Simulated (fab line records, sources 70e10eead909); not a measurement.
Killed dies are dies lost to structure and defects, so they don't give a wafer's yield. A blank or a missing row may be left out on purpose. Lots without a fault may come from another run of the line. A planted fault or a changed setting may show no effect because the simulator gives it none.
Chamber matching | flow nand_harc | NHARC_P_BONDPAD_CMP_32 on cmp-01: 4 sister chambers
The step polishes SiCN, target thk 200 nm. 4 wafers are shown with their chamber, then 10 later ones without.

WAFERS WITH THEIR CHAMBER
wafer  | chamber | motor_current_A (A)
L081.5 | 1       | 12.1
L082.3 | 3       | 11.0
L085.1 | 0       | 11.2
L085.5 | 2       | 12.6

WAFERS WITHOUT THEIR CHAMBER
wafer  | motor_current_A (A)
L085.6 | 11.2
L091.1 | 11.3
L091.3 | 10.9
L091.5 | 11.7
L093.2 | 12.9
L093.3 | 12.1
L093.5 | 11.8
L096.1 | 10.8
L096.5 | 13.0
L096.6 | 12.2

WHICH CHAMBER EACH WENT THROUGH
wafer  | from the rows above          | in truth
L085.6 | can't be placed: 0 or 3      | 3
L091.1 | can't be placed: 0 or 3      | 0
L091.3 | can't be placed: 3 or 0      | 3
L091.5 | can't be placed: 1 or 0 or 3 | 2
L093.2 | 2                            | 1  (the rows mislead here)
L093.3 | 1                            | 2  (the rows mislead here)
L093.5 | can't be placed: 1 or 0      | 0
L096.1 | can't be placed: 3 or 0      | 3
L096.5 | 2                            | 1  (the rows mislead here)
L096.6 | can't be placed: 1 or 2      | 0
Placed correctly: 0 of 10. Can't be placed from these rows: 7 (the true chamber is among the candidates in 5). Placed wrongly: 3.
How it was worked out, from the rows above alone: a wafer's distance from a chamber is the root of the sum, over the readings, of the square of ((its reading less the chamber's mean) divided by the reading's scatter). The wafer belongs to the nearest chamber; if the next one is less than 2 further off, it can't be placed. A chamber's mean is the mean of its shown wafers. The scatter: with one shown wafer a chamber, the root of the mean of the squares of how far each hidden wafer lies from its nearest shown one.
